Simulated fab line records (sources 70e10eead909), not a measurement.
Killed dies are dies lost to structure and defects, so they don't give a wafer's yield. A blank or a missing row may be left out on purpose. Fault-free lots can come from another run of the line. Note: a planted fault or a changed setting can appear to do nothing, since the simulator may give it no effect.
fab line records || flow nand_harc
record {"lots": 11, "wafers": 33, "last_day": 23}
route steps=1159 shown A_CONTACT@882 THIN_TSV@1148 END@1159
lots that met no fault: from a run of the same line without faults
start_h: the number of hours between the record's first day and the start of the first shown wafer of the lot || wait_h: hours from the lot's prior step to this one || " the same as in the row above || L1.1+2: a single row standing in for several wafers || - no value present, or no start provided || * or withheld: withheld || < > ~ a bound
route shown NAME@n: NAME is a module with steps in the file, n the number in the route of the first one || usual: mean/standard deviation taken from wafers without a fault || same: alike in all rows || chamber/n: place in a boat || sites: each site's reading || _std_site: their standard deviation || _edge_site: outer sites' mean less inner sites' || radius_mm: how far each site lies from the wafer's centre || mask NAME#n: copy n || behind: tool/chamber where the wafer was last shaped || hold: why the lot went on hold/how many hours it stayed there/how the hold came to an end || device: the n, p or np transistor that did not switch || end of line: the route-end tests of the same wafers || a step without rows: its recipe alone || killed: not the wafer's yield, but the dies lost to structure and defects at the first sort || map: per-die view of a wafer (x killed, . not killed, _ where there is no die)
set.NAME: setting as actually run; set.NAME@STEP: the setting as run at that earlier step || model.NAME: the simulator's own value behind a step, which no gauge read
one table for each step of the route and one row for each wafer, over a sample of lots
services: the hour from which a tool's chamber was out of use, counted from the record's first day as start_h (under 0 if before that day), plus the number of hours and why
## steps
# step NHARC_A_CONTACT_STRIP_55
# recipe {"o2_flow_sccm": 500, "ar_flow_sccm": 0, "bias_w": 0, "chemistry": "O2"}
# usual {"drypump_motor_current_A": "5.6/0.55", "oes_product_au": "1.001/0.0087", "rf_vpp_V": "57.6/0.91", "showerhead_plenum_p_Torr": "3.46/0.17", "throttle_valve_pct": "17.038/0.0098"}
{"lot.wafer": "L348.1", "tool": "rie_diel-13", "chamber": 2, "start_h": 373.11, "wait_h": "-", "drypump_motor_current_A": 5.8, "oes_product_au": 1.003, "rf_hours_counter_h": 34, "rf_vpp_V": 56.8, "showerhead_plenum_p_Torr": 3.44, "throttle_valve_pct": 17.033}
{"lot.wafer": "L348.4", "tool": "rie_diel-13", "chamber": 3, "start_h": 373.11, "wait_h": "-", "drypump_motor_current_A": 5.4, "oes_product_au": 0.990, "rf_hours_counter_h": 31, "rf_vpp_V": 58.3, "showerhead_plenum_p_Torr": 3.75, "throttle_valve_pct": 17.031}
{"lot.wafer": "L348.3", "tool": "rie_diel-13", "chamber": 0, "start_h": 373.11, "wait_h": "-", "drypump_motor_current_A": 5.3, "oes_product_au": 1.001, "rf_hours_counter_h": 32, "rf_vpp_V": 56.7, "showerhead_plenum_p_Torr": 3.33, "throttle_valve_pct": 17.034}
{"lot.wafer": "L350.3", "tool": "rie_diel-01", "chamber": 3, "start_h": 382.12, "wait_h": "-", "drypump_motor_current_A": 5.8, "oes_product_au": 1.011, "rf_hours_counter_h": 9, "rf_vpp_V": 55.7, "showerhead_plenum_p_Torr": 3.32, "throttle_valve_pct": 17.048}
{"lot.wafer": "L350.2", "tool": "rie_diel-01", "chamber": 1, "start_h": 382.12, "wait_h": "-", "drypump_motor_current_A": 5.1, "oes_product_au": 1.003, "rf_hours_counter_h": 9, "rf_vpp_V": 57.1, "showerhead_plenum_p_Torr": 3.40, "throttle_valve_pct": 17.036}
{"lot.wafer": "L350.5", "tool": "rie_diel-01", "chamber": 3, "start_h": 382.12, "wait_h": "-", "drypump_motor_current_A": 5.9, "oes_product_au": 1.011, "rf_hours_counter_h": "-", "rf_vpp_V": 59.1, "showerhead_plenum_p_Torr": 3.32, "throttle_valve_pct": 17.028}
{"lot.wafer": "L349.1", "tool": "rie_diel-04", "chamber": 1, "start_h": 385.13, "wait_h": "-", "drypump_motor_current_A": 6.6, "oes_product_au": 1.021, "rf_hours_counter_h": 36, "rf_vpp_V": 57.0, "showerhead_plenum_p_Torr": 3.52, "throttle_valve_pct": 17.042}
{"lot.wafer": "L349.4", "tool": "rie_diel-04", "chamber": 2, "start_h": 385.13, "wait_h": "-", "drypump_motor_current_A": 6.3, "oes_product_au": 0.990, "rf_hours_counter_h": "-", "rf_vpp_V": 58.2, "showerhead_plenum_p_Torr": 3.79, "throttle_valve_pct": 17.025}
{"lot.wafer": "L349.5", "tool": "rie_diel-04", "chamber": 0, "start_h": 385.13, "wait_h": "-", "drypump_motor_current_A": 5.8, "oes_product_au": 0.997, "rf_hours_counter_h": "-", "rf_vpp_V": 57.4, "showerhead_plenum_p_Torr": 3.30, "throttle_valve_pct": 17.027}
{"lot.wafer": "L351.2", "tool": "rie_diel-01", "chamber": 2, "start_h": 401.49, "wait_h": "-", "drypump_motor_current_A": 5.3, "oes_product_au": 1.003, "rf_hours_counter_h": 12, "rf_vpp_V": 57.0, "showerhead_plenum_p_Torr": 3.33, "throttle_valve_pct": 17.034}
{"lot.wafer": "L351.3", "tool": "rie_diel-01", "chamber": 3, "start_h": 401.49, "wait_h": "-", "drypump_motor_current_A": 5.9, "oes_product_au": 1.009, "rf_hours_counter_h": 12, "rf_vpp_V": 58.0, "showerhead_plenum_p_Torr": 3.32, "throttle_valve_pct": 17.030}
{"lot.wafer": "L351.1", "tool": "rie_diel-01", "chamber": 1, "start_h": 401.49, "wait_h": "-", "drypump_motor_current_A": 5.0, "oes_product_au": 0.989, "rf_hours_counter_h": 12, "rf_vpp_V": 57.9, "showerhead_plenum_p_Torr": 3.40, "throttle_valve_pct": 17.026}
{"lot.wafer": "L353.1", "tool": "rie_diel-01", "chamber": 2, "start_h": 403.91, "wait_h": "-", "drypump_motor_current_A": 5.4, "oes_product_au": 0.991, "rf_hours_counter_h": 12, "rf_vpp_V": 57.2, "showerhead_plenum_p_Torr": 3.33, "throttle_valve_pct": 17.048}
{"lot.wafer": "L353.3", "tool": "rie_diel-01", "chamber": 3, "start_h": 403.91, "wait_h": "-", "drypump_motor_current_A": 5.9, "oes_product_au": 1.006, "rf_hours_counter_h": 12, "rf_vpp_V": 58.8, "showerhead_plenum_p_Torr": 3.32, "throttle_valve_pct": 17.055}
{"lot.wafer": "L353.2", "tool": "rie_diel-01", "chamber": 1, "start_h": 403.91, "wait_h": "-", "drypump_motor_current_A": 5.1, "oes_product_au": 0.999, "rf_hours_counter_h": 12, "rf_vpp_V": 57.3, "showerhead_plenum_p_Torr": 3.40, "throttle_valve_pct": 17.036}
{"lot.wafer": "L352.1", "tool": "rie_diel-01", "chamber": 1, "start_h": 406.19, "wait_h": "-", "drypump_motor_current_A": 5.1, "oes_product_au": 1.004, "rf_hours_counter_h": 13, "rf_vpp_V": 58.9, "showerhead_plenum_p_Torr": 3.40, "throttle_valve_pct": 17.037}
{"lot.wafer": "L352.6", "tool": "rie_diel-01", "chamber": 2, "start_h": 406.19, "wait_h": "-", "drypump_motor_current_A": 5.4, "oes_product_au": 1.001, "rf_hours_counter_h": "-", "rf_vpp_V": 57.4, "showerhead_plenum_p_Torr": 3.33, "throttle_valve_pct": 17.036}
{"lot.wafer": "L352.5", "tool": "rie_diel-01", "chamber": 3, "start_h": 406.19, "wait_h": "-", "drypump_motor_current_A": 5.9, "oes_product_au": 1.004, "rf_hours_counter_h": "-", "rf_vpp_V": 56.4, "showerhead_plenum_p_Torr": 3.32, "throttle_valve_pct": 17.052}
{"lot.wafer": "L356.1", "tool": "rie_diel-01", "chamber": 0, "start_h": 419.42, "wait_h": "-", "drypump_motor_current_A": 4.9, "oes_product_au": 0.995, "rf_hours_counter_h": 14, "rf_vpp_V": 57.1, "showerhead_plenum_p_Torr": 3.67, "throttle_valve_pct": 17.044}
{"lot.wafer": "L356.4", "tool": "rie_diel-01", "chamber": 1, "start_h": 419.42, "wait_h": "-", "drypump_motor_current_A": 5.1, "oes_product_au": 0.997, "rf_hours_counter_h": 14, "rf_vpp_V": 56.5, "showerhead_plenum_p_Torr": 3.40, "throttle_valve_pct": 17.049}
{"lot.wafer": "L356.6", "tool": "rie_diel-01", "chamber": 0, "start_h": 419.42, "wait_h": "-", "drypump_motor_current_A": 4.9, "oes_product_au": 0.996, "rf_hours_counter_h": "-", "rf_vpp_V": 59.3, "showerhead_plenum_p_Torr": 3.67, "throttle_valve_pct": 17.014}
{"lot.wafer": "L355.2", "tool": "rie_diel-04", "chamber": 1, "start_h": 422.98, "wait_h": "-", "drypump_motor_current_A": 6.6, "oes_product_au": 1.015, "rf_hours_counter_h": 53, "rf_vpp_V": 58.1, "showerhead_plenum_p_Torr": 3.51, "throttle_valve_pct": 17.029}
{"lot.wafer": "L355.6", "tool": "rie_diel-04", "chamber": 0, "start_h": 422.98, "wait_h": "-", "drypump_motor_current_A": 5.8, "oes_product_au": 0.996, "rf_hours_counter_h": "-", "rf_vpp_V": 57.8, "showerhead_plenum_p_Torr": 3.29, "throttle_valve_pct": 17.013}
{"lot.wafer": "L355.5", "tool": "rie_diel-04", "chamber": 1, "start_h": 422.98, "wait_h": "-", "drypump_motor_current_A": 6.6, "oes_product_au": 1.025, "rf_hours_counter_h": "-", "rf_vpp_V": 58.1, "showerhead_plenum_p_Torr": 3.51, "throttle_valve_pct": 17.033}
{"lot.wafer": "L354.3", "tool": "rie_diel-01", "chamber": 0, "start_h": 426.02, "wait_h": "-", "drypump_motor_current_A": 4.9, "oes_product_au": 1.002, "rf_hours_counter_h": 15, "rf_vpp_V": 58.1, "showerhead_plenum_p_Torr": 3.67, "throttle_valve_pct": 17.032}
{"lot.wafer": "L354.4", "tool": "rie_diel-01", "chamber": 1, "start_h": 426.02, "wait_h": "-", "drypump_motor_current_A": 5.1, "oes_product_au": 0.991, "rf_hours_counter_h": 16, "rf_vpp_V": 57.4, "showerhead_plenum_p_Torr": 3.40, "throttle_valve_pct": 17.029}
{"lot.wafer": "L354.6", "tool": "rie_diel-01", "chamber": 3, "start_h": 426.02, "wait_h": "-", "drypump_motor_current_A": 5.9, "oes_product_au": 1.007, "rf_hours_counter_h": "-", "rf_vpp_V": 56.7, "showerhead_plenum_p_Torr": 3.31, "throttle_valve_pct": 17.034}
{"lot.wafer": "L366.1", "tool": "rie_diel-01", "chamber": 0, "start_h": 473.13, "wait_h": "-", "drypump_motor_current_A": 4.9, "oes_product_au": 0.997, "rf_hours_counter_h": 30, "rf_vpp_V": 57.0, "showerhead_plenum_p_Torr": 3.66, "throttle_valve_pct": 17.031}
{"lot.wafer": "L366.6", "tool": "rie_diel-01", "chamber": 2, "start_h": 473.13, "wait_h": "-", "drypump_motor_current_A": 5.3, "oes_product_au": 1.000, "rf_hours_counter_h": "-", "rf_vpp_V": 56.6, "showerhead_plenum_p_Torr": 3.32, "throttle_valve_pct": 17.054}
{"lot.wafer": "L366.5", "tool": "rie_diel-01", "chamber": 3, "start_h": 473.13, "wait_h": "-", "drypump_motor_current_A": 5.9, "oes_product_au": 1.009, "rf_hours_counter_h": "-", "rf_vpp_V": 57.2, "showerhead_plenum_p_Torr": 3.31, "throttle_valve_pct": 17.023}
{"lot.wafer": "L367.2", "tool": "rie_diel-04", "chamber": 1, "start_h": 485.15, "wait_h": "-", "drypump_motor_current_A": 6.6, "oes_product_au": 1.020, "rf_hours_counter_h": 2, "rf_vpp_V": 57.3, "showerhead_plenum_p_Torr": 3.50, "throttle_valve_pct": 17.023}
{"lot.wafer": "L367.3", "tool": "rie_diel-04", "chamber": 0, "start_h": 485.15, "wait_h": "-", "drypump_motor_current_A": 5.8, "oes_product_au": 1.001, "rf_hours_counter_h": 2, "rf_vpp_V": 58.3, "showerhead_plenum_p_Torr": 3.81, "throttle_valve_pct": 17.018}
{"lot.wafer": "L367.6", "tool": "rie_diel-04", "chamber": 1, "start_h": 485.15, "wait_h": "-", "drypump_motor_current_A": 6.5, "oes_product_au": 1.016, "rf_hours_counter_h": "-", "rf_vpp_V": 58.8, "showerhead_plenum_p_Torr": 3.50, "throttle_valve_pct": 17.044}
# step NHARC_THIN_TSV_CD_MEAS_33
# recipe {"target_cd_nm": 5000, "landing_energy_ev": 500}
# usual {"cd_nm": "5000.2/2"}
{"lot.wafer": "L348.1", "tool": "cd_sem-01", "chamber": 0, "start_h": 443.42, "wait_h": "-", "cd_nm": 4997.0}
{"lot.wafer": "L348.3", "tool": "cd_sem-01", "chamber": 0, "start_h": 443.42, "wait_h": "-", "cd_nm": 4995.6}
{"lot.wafer": "L348.4", "tool": "cd_sem-01", "chamber": 0, "start_h": 443.42, "wait_h": "-", "cd_nm": 4999.1}
{"lot.wafer": "L349.1", "tool": "cd_sem-02", "chamber": 0, "start_h": 444.32, "wait_h": "-", "cd_nm": 5001.7}
{"lot.wafer": "L349.4", "tool": "cd_sem-02", "chamber": 0, "start_h": 444.32, "wait_h": "-", "cd_nm": 4999.3}
{"lot.wafer": "L349.5", "tool": "cd_sem-02", "chamber": 0, "start_h": 444.32, "wait_h": "-", "cd_nm": 5000.8}
{"lot.wafer": "L350.2", "tool": "cd_sem-01", "chamber": 0, "start_h": 445.56, "wait_h": "-", "cd_nm": 5002.4}
{"lot.wafer": "L350.3", "tool": "cd_sem-01", "chamber": 0, "start_h": 445.56, "wait_h": "-", "cd_nm": 5000.9}
{"lot.wafer": "L350.5", "tool": "cd_sem-01", "chamber": 0, "start_h": 445.56, "wait_h": "-", "cd_nm": 5000.8}
{"lot.wafer": "L351.1", "tool": "cd_sem-02", "chamber": 0, "start_h": 454.41, "wait_h": "-", "cd_nm": 4999.3}
{"lot.wafer": "L351.2", "tool": "cd_sem-02", "chamber": 0, "start_h": 454.41, "wait_h": "-", "cd_nm": 4997.5}
{"lot.wafer": "L351.3", "tool": "cd_sem-02", "chamber": 0, "start_h": 454.41, "wait_h": "-", "cd_nm": 4998.7}
{"lot.wafer": "L353.1", "tool": "cd_sem-01", "chamber": 0, "start_h": 455.31, "wait_h": "-", "cd_nm": 4996.4}
{"lot.wafer": "L353.2", "tool": "cd_sem-01", "chamber": 0, "start_h": 455.31, "wait_h": "-", "cd_nm": 4999.3}
{"lot.wafer": "L353.3", "tool": "cd_sem-01", "chamber": 0, "start_h": 455.31, "wait_h": "-", "cd_nm": 4999.6}
{"lot.wafer": "L352.1", "tool": "cd_sem-01", "chamber": 0, "start_h": 466.89, "wait_h": "-", "cd_nm": 5002.8}
{"lot.wafer": "L352.5", "tool": "cd_sem-01", "chamber": 0, "start_h": 466.89, "wait_h": "-", "cd_nm": 5002.5}
{"lot.wafer": "L352.6", "tool": "cd_sem-01", "chamber": 0, "start_h": 466.89, "wait_h": "-", "cd_nm": 5000.4}
{"lot.wafer": "L356.1", "tool": "cd_sem-01", "chamber": 0, "start_h": 474.22, "wait_h": "-", "cd_nm": 4996.4}
{"lot.wafer": "L356.4", "tool": "cd_sem-01", "chamber": 0, "start_h": 474.22, "wait_h": "-", "cd_nm": 4999.8}
{"lot.wafer": "L356.6", "tool": "cd_sem-01", "chamber": 0, "start_h": 474.22, "wait_h": "-", "cd_nm": 5000.6}
{"lot.wafer": "L355.2", "tool": "cd_sem-03", "chamber": 0, "start_h": 475.04, "wait_h": "-", "cd_nm": 5002.3}
{"lot.wafer": "L355.5", "tool": "cd_sem-03", "chamber": 0, "start_h": 475.04, "wait_h": "-", "cd_nm": 5001.5}
{"lot.wafer": "L355.6", "tool": "cd_sem-03", "chamber": 0, "start_h": 475.04, "wait_h": "-", "cd_nm": 5002.2}
{"lot.wafer": "L354.3", "tool": "cd_sem-02", "chamber": 0, "start_h": 479.13, "wait_h": "-", "cd_nm": 4997.4}
{"lot.wafer": "L354.4", "tool": "cd_sem-02", "chamber": 0, "start_h": 479.13, "wait_h": "-", "cd_nm": 5000.7}
{"lot.wafer": "L354.6", "tool": "cd_sem-02", "chamber": 0, "start_h": 479.13, "wait_h": "-", "cd_nm": 4997.7}
{"lot.wafer": "L366.1", "tool": "cd_sem-02", "chamber": 0, "start_h": 530.37, "wait_h": "-", "cd_nm": 5001.1}
{"lot.wafer": "L366.5", "tool": "cd_sem-02", "chamber": 0, "start_h": 530.37, "wait_h": "-", "cd_nm": 4999.1}
{"lot.wafer": "L366.6", "tool": "cd_sem-02", "chamber": 0, "start_h": 530.37, "wait_h": "-", "cd_nm": 4999.7}
{"lot.wafer": "L367.2", "tool": "cd_sem-01", "chamber": 0, "start_h": 538.90, "wait_h": "-", "cd_nm": 4998.6}
{"lot.wafer": "L367.3", "tool": "cd_sem-01", "chamber": 0, "start_h": 538.90, "wait_h": "-", "cd_nm": 5000.4}
{"lot.wafer": "L367.6", "tool": "cd_sem-01", "chamber": 0, "start_h": 538.90, "wait_h": "-", "cd_nm": 5003.8}
# step NHARC_THIN_TSV_STRIP_56
# recipe {"power_w": 1500, "temp_c": 250, "chemistry": "O2"}
# usual {"drypump_motor_current_A": "5.7/0.31", "heater_power_w": "366/43"}
{"lot.wafer": "L348.1", "tool": "plasma_asher-02", "chamber": 1, "start_h": 444.12, "wait_h": 0.1, "drypump_motor_current_A": 5.7, "heater_power_w": 304, "rf_hours_counter_h": 24}
{"lot.wafer": "L348.4", "tool": "plasma_asher-02", "chamber": 0, "start_h": 444.12, "wait_h": 0.1, "drypump_motor_current_A": 5.4, "heater_power_w": 406, "rf_hours_counter_h": "-"}
{"lot.wafer": "L348.3", "tool": "plasma_asher-02", "chamber": 1, "start_h": 444.12, "wait_h": 0.1, "drypump_motor_current_A": 5.7, "heater_power_w": 306, "rf_hours_counter_h": "-"}
{"lot.wafer": "L349.1", "tool": "plasma_asher-01", "chamber": 0, "start_h": 445.01, "wait_h": 0.1, "drypump_motor_current_A": 6.3, "heater_power_w": 360, "rf_hours_counter_h": 57}
{"lot.wafer": "L349.4", "tool": "plasma_asher-01", "chamber": 1, "start_h": 445.01, "wait_h": 0.1, "drypump_motor_current_A": 5.5, "heater_power_w": 397, "rf_hours_counter_h": "-"}
{"lot.wafer": "L349.5", "tool": "plasma_asher-01", "chamber": 0, "start_h": 445.01, "wait_h": 0.1, "drypump_motor_current_A": 6.2, "heater_power_w": 354, "rf_hours_counter_h": "-"}
{"lot.wafer": "L350.2", "tool": "plasma_asher-01", "chamber": 1, "start_h": 446.27, "wait_h": 0.1, "drypump_motor_current_A": 5.5, "heater_power_w": 391, "rf_hours_counter_h": 58}
{"lot.wafer": "L350.3", "tool": "plasma_asher-01", "chamber": 1, "start_h": 446.27, "wait_h": 0.1, "drypump_motor_current_A": 5.5, "heater_power_w": 398, "rf_hours_counter_h": "-"}
{"lot.wafer": "L350.5", "tool": "plasma_asher-01", "chamber": 0, "start_h": 446.27, "wait_h": 0.1, "drypump_motor_current_A": 6.3, "heater_power_w": 359, "rf_hours_counter_h": "-"}
{"lot.wafer": "L351.1", "tool": "plasma_asher-02", "chamber": 0, "start_h": 455.60, "wait_h": 0.6, "drypump_motor_current_A": 5.4, "heater_power_w": 397, "rf_hours_counter_h": 30}
{"lot.wafer": "L351.2", "tool": "plasma_asher-02", "chamber": 1, "start_h": 455.60, "wait_h": 0.6, "drypump_motor_current_A": 5.7, "heater_power_w": 302, "rf_hours_counter_h": 30}
{"lot.wafer": "L351.3", "tool": "plasma_asher-02", "chamber": 0, "start_h": 455.60, "wait_h": 0.6, "drypump_motor_current_A": 5.4, "heater_power_w": 413, "rf_hours_counter_h": "-"}
{"lot.wafer": "L353.1", "tool": "plasma_asher-02", "chamber": 1, "start_h": 456.82, "wait_h": 0.9, "drypump_motor_current_A": 5.7, "heater_power_w": 299, "rf_hours_counter_h": 31}
{"lot.wafer": "L353.2", "tool": "plasma_asher-02", "chamber": 0, "start_h": 456.82, "wait_h": 0.9, "drypump_motor_current_A": 5.4, "heater_power_w": 400, "rf_hours_counter_h": 31}
{"lot.wafer": "L353.3", "tool": "plasma_asher-02", "chamber": 0, "start_h": 456.82, "wait_h": 0.9, "drypump_motor_current_A": 5.4, "heater_power_w": 397, "rf_hours_counter_h": "-"}
{"lot.wafer": "L352.1", "tool": "plasma_asher-02", "chamber": 0, "start_h": 467.60, "wait_h": 0.1, "drypump_motor_current_A": 5.4, "heater_power_w": 406, "rf_hours_counter_h": 36}
{"lot.wafer": "L352.6", "tool": "plasma_asher-02", "chamber": 1, "start_h": 467.60, "wait_h": 0.1, "drypump_motor_current_A": 5.7, "heater_power_w": 302, "rf_hours_counter_h": "-"}
{"lot.wafer": "L352.5", "tool": "plasma_asher-02", "chamber": 0, "start_h": 467.60, "wait_h": 0.1, "drypump_motor_current_A": 5.4, "heater_power_w": 410, "rf_hours_counter_h": "-"}
{"lot.wafer": "L356.1", "tool": "plasma_asher-02", "chamber": 0, "start_h": 474.91, "wait_h": 0.1, "drypump_motor_current_A": 5.4, "heater_power_w": 409, "rf_hours_counter_h": 38}
{"lot.wafer": "L356.4", "tool": "plasma_asher-02", "chamber": 0, "start_h": 474.91, "wait_h": 0.1, "drypump_motor_current_A": 5.4, "heater_power_w": 392, "rf_hours_counter_h": "-"}
{"lot.wafer": "L356.6", "tool": "plasma_asher-02", "chamber": 0, "start_h": 474.91, "wait_h": 0.1, "drypump_motor_current_A": 5.4, "heater_power_w": 407, "rf_hours_counter_h": "-"}
{"lot.wafer": "L355.2", "tool": "plasma_asher-01", "chamber": 0, "start_h": 475.75, "wait_h": 0.1, "drypump_motor_current_A": 6.2, "heater_power_w": 359, "rf_hours_counter_h": 3}
{"lot.wafer": "L355.5", "tool": "plasma_asher-01", "chamber": 1, "start_h": 475.75, "wait_h": 0.1, "drypump_motor_current_A": 5.5, "heater_power_w": 400, "rf_hours_counter_h": "-"}
{"lot.wafer": "L355.6", "tool": "plasma_asher-01", "chamber": 0, "start_h": 475.75, "wait_h": 0.1, "drypump_motor_current_A": 6.2, "heater_power_w": 347, "rf_hours_counter_h": "-"}
{"lot.wafer": "L354.4", "tool": "plasma_asher-01", "chamber": 0, "start_h": 479.87, "wait_h": 0.2, "drypump_motor_current_A": 6.3, "heater_power_w": 360, "rf_hours_counter_h": "-"}
{"lot.wafer": "L354.3", "tool": "plasma_asher-01", "chamber": 1, "start_h": 479.87, "wait_h": 0.2, "drypump_motor_current_A": 5.5, "heater_power_w": 406, "rf_hours_counter_h": "-"}
{"lot.wafer": "L354.6", "tool": "plasma_asher-01", "chamber": 0, "start_h": 479.87, "wait_h": 0.2, "drypump_motor_current_A": 6.2, "heater_power_w": 364, "rf_hours_counter_h": "-"}
{"lot.wafer": "L366.1", "tool": "plasma_asher-02", "chamber": 0, "start_h": 531.06, "wait_h": 0.1, "drypump_motor_current_A": 5.4, "heater_power_w": 422, "rf_hours_counter_h": 56}
{"lot.wafer": "L366.6", "tool": "plasma_asher-02", "chamber": 1, "start_h": 531.06, "wait_h": 0.1, "drypump_motor_current_A": 5.7, "heater_power_w": 295, "rf_hours_counter_h": "-"}
{"lot.wafer": "L366.5", "tool": "plasma_asher-02", "chamber": 0, "start_h": 531.06, "wait_h": 0.1, "drypump_motor_current_A": 5.4, "heater_power_w": 408, "rf_hours_counter_h": "-"}
{"lot.wafer": "L367.2", "tool": "plasma_asher-01", "chamber": 1, "start_h": 539.63, "wait_h": 0.1, "drypump_motor_current_A": 5.5, "heater_power_w": 408, "rf_hours_counter_h": 25}
{"lot.wafer": "L367.3", "tool": "plasma_asher-01", "chamber": 0, "start_h": 539.63, "wait_h": 0.1, "drypump_motor_current_A": 6.2, "heater_power_w": 353, "rf_hours_counter_h": "-"}
{"lot.wafer": "L367.6", "tool": "plasma_asher-01", "chamber": 1, "start_h": 539.63, "wait_h": 0.1, "drypump_motor_current_A": 5.5, "heater_power_w": 409, "rf_hours_counter_h": "-"}
# step NHARC_END_SORT_01
# recipe {"temp_c": 25}
# usual {"killed_at_array": "25/9.2", "killed_at_other": "0.8/1.2", "killed_at_periphery": "3.9/2.6", "killed_dies": "30/9.7", "killed_open": "3.4/1.9", "killed_short": "2.0/1.4"}
# same {"gross_dies": 677}
{"lot.wafer": "L366.1", "tool": "prober-01", "chamber": 0, "start_h": 543.94, "wait_h": 2.5, "killed_at_array": 25, "killed_at_other": 1, "killed_at_periphery": 2, "killed_dies": 28, "killed_open": 1, "killed_short": 1}
{"lot.wafer": "L366.5", "tool": "prober-01", "chamber": 0, "start_h": 547.14, "wait_h": 3.7, "killed_at_array": 24, "killed_at_other": 1, "killed_at_periphery": 4, "killed_dies": 29, "killed_open": 5, "killed_short": 1}
{"lot.wafer": "L366.6", "tool": "prober-01", "chamber": 0, "start_h": 547.94, "wait_h": 4.0, "killed_at_array": 101, "killed_at_other": 0, "killed_at_periphery": 0, "killed_dies": 101, "killed_open": 1, "killed_short": 0}
{"lot.wafer": "L367.2", "tool": "prober-01", "chamber": 0, "start_h": 552.55, "wait_h": 2.8, "killed_at_array": 10, "killed_at_other": 2, "killed_at_periphery": 1, "killed_dies": 13, "killed_open": 3, "killed_short": 3}
{"lot.wafer": "L367.3", "tool": "prober-01", "chamber": 0, "start_h": 553.36, "wait_h": 3.1, "killed_at_array": 14, "killed_at_other": 0, "killed_at_periphery": 3, "killed_dies": 17, "killed_open": 8, "killed_short": 2}
{"lot.wafer": "L367.6", "tool": "prober-01", "chamber": 0, "start_h": 555.78, "wait_h": 4.0, "killed_at_array": 15, "killed_at_other": 1, "killed_at_periphery": 0, "killed_dies": 16, "killed_open": 1, "killed_short": 3}
# killed by level:class
L366.1 A_CHANNEL_HOLE_D1:chamber_film_flake=17 A_STAIRCASE:chamber_film_flake=5 P_M0:geometric_particle:open=1 P_M2:geometric_particle:short=1 A_SLIT:chamber_film_flake=1 A_WL_FILL:chamber_film_flake=1 A_CONTACT:chamber_film_flake=1 THIN_TSV:chamber_film_flake=1
L366.5 A_CHANNEL_HOLE_D1:chamber_film_flake=18 A_STAIRCASE:chamber_film_flake=3 P_CONTACT:geometric_particle:open=1 P_M0:geometric_particle:open=1 P_M1:geometric_particle:short=1 P_BONDPAD:geometric_particle:open=1 A_BLC:geometric_particle:open=1 A_M1:geometric_particle:open=1
L366.6 A_CONTACT:unspecified=76 A_STAIRCASE:chamber_film_flake=12 A_CHANNEL_HOLE_D1:chamber_film_flake=11 A_ONON_D1:geometric_particle:open=1 A_WL_FILL:chamber_film_flake=1
L367.2 A_CHANNEL_HOLE_D1:chamber_film_flake=3 A_CONTACT:geometric_particle:open=2 A_CONTACT:chamber_film_flake=2 THIN_TSV:chamber_film_flake=2 P_M0:geometric_particle:open=1 A_SOURCE_PLATE:geometric_particle:short=1 A_ONON_D1:geometric_particle:short=1 A_BONDPAD:geometric_particle:short=1
L367.3 A_CHANNEL_HOLE_D1:chamber_film_flake=6 A_M0:geometric_particle:open=2 P_GATE:geometric_particle:short=1 P_GATE:geometric_particle:open=1 P_M1:geometric_particle:open=1 A_ONON_D1:geometric_particle:open=1 A_CHANNEL_HOLE_D1:geometric_particle:short=1 A_CONTACT:geometric_particle:open=1
L367.6 A_CHANNEL_HOLE_D1:chamber_film_flake=7 A_WL_FILL:chamber_film_flake=2 A_CONTACT:chamber_film_flake=2 A_CHANNEL_FILL_D1:geometric_particle:short=1 A_WL_FILL:geometric_particle:short=1 A_CONTACT:geometric_particle:open=1 A_CONTACT:geometric_particle:short=1 THIN_TSV:chamber_film_flake=1
## services
{"tool": "plasma_asher-02", "chamber": "-", "start_h": 360.00, "hours": 9.0, "kind": "pm"}
{"tool": "rie_diel-04", "chamber": 3, "start_h": 365.31, "hours": 26.3, "kind": "repair"}
{"tool": "rie_diel-01", "chamber": 0, "start_h": 372.87, "hours": "-", "kind": "clean"}
{"tool": "rie_diel-01", "chamber": 1, "start_h": 372.87, "hours": "-", "kind": "clean"}
{"tool": "rie_diel-01", "chamber": 2, "start_h": 372.87, "hours": "-", "kind": "clean"}
{"tool": "rie_diel-01", "chamber": 3, "start_h": 372.87, "hours": "-", "kind": "clean"}
{"tool": "rie_diel-01", "chamber": 0, "start_h": 391.93, "hours": 6.4, "kind": "repair"}
{"tool": "rie_diel-01", "chamber": 1, "start_h": 397.39, "hours": "-", "kind": "clean"}
{"tool": "rie_diel-01", "chamber": 2, "start_h": 397.39, "hours": "-", "kind": "clean"}
{"tool": "rie_diel-01", "chamber": 3, "start_h": 397.39, "hours": "-", "kind": "clean"}
{"tool": "plasma_asher-01", "chamber": "-", "start_h": 405.81, "hours": 1.3, "kind": "repair"}
{"tool": "rie_diel-04", "chamber": 0, "start_h": 406.09, "hours": 10.4, "kind": "repair"}
{"tool": "rie_diel-13", "chamber": 2, "start_h": 415.09, "hours": 6.4, "kind": "repair"}
{"tool": "rie_diel-01", "chamber": 0, "start_h": 421.96, "hours": "-", "kind": "clean"}
{"tool": "rie_diel-01", "chamber": 1, "start_h": 421.96, "hours": "-", "kind": "clean"}
{"tool": "rie_diel-01", "chamber": 2, "start_h": 421.96, "hours": "-", "kind": "clean"}
{"tool": "rie_diel-01", "chamber": 0, "start_h": 422.42, "hours": 2.4, "kind": "repair"}
{"tool": "rie_diel-13", "chamber": "-", "start_h": 453.00, "hours": 9.0, "kind": "pm"}
{"tool": "plasma_asher-01", "chamber": "-", "start_h": 453.09, "hours": 9.0, "kind": "pm"}
{"tool": "rie_diel-04", "chamber": "-", "start_h": 467.04, "hours": 9.0, "kind": "pm"}
{"tool": "rie_diel-13", "chamber": 2, "start_h": 494.78, "hours": 4.1, "kind": "repair"}
{"tool": "rie_diel-04", "chamber": 3, "start_h": 519.94, "hours": 5.5, "kind": "repair"}
{"tool": "rie_diel-13", "chamber": 0, "start_h": 531.08, "hours": 2.8, "kind": "repair"}
{"tool": "plasma_asher-02", "chamber": "-", "start_h": 537.00, "hours": 9.0, "kind": "pm"}
## key
first_sign {"step": "NHARC_END_SORT_01", "reading": "killed_at_array", "direction": "up", "sigmas": 8.2, "usual": 25, "struck": 101}
effect {"step": "NHARC_END_SORT_01", "reading": "killed_dies", "direction": "up", "sigmas": 7.3, "usual": 30, "struck": 101}
more_kills_born_at {"NHARC_A_CONTACT_STRIP_55@rie_diel-01": 76}
met_at NHARC_A_CONTACT_STRIP_55
struck_lots L366
struck_wafers L366.6
tester_left_out L366
not_acting_at NHARC_THIN_TSV_CD_MEAS_33,NHARC_THIN_TSV_STRIP_56
onset_between 406.19 473.13
fault {"kind": "chamber_particle_source", "tool": "rie_diel-01", "chamber": 2, "onset_h": 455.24, "steps": "NHARC_A_CONTACT_STRIP_55", "rate_per_visit_cm2": 0.51973, "end_h": 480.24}
# tester_left_out: of these lots the tester's yield and bins aren't shown, on N5 and GAA mostly nor the transistor test; their killed dies are dies lost to structure and defects alone, not to doping, threshold or leakage, so they don't give the yield
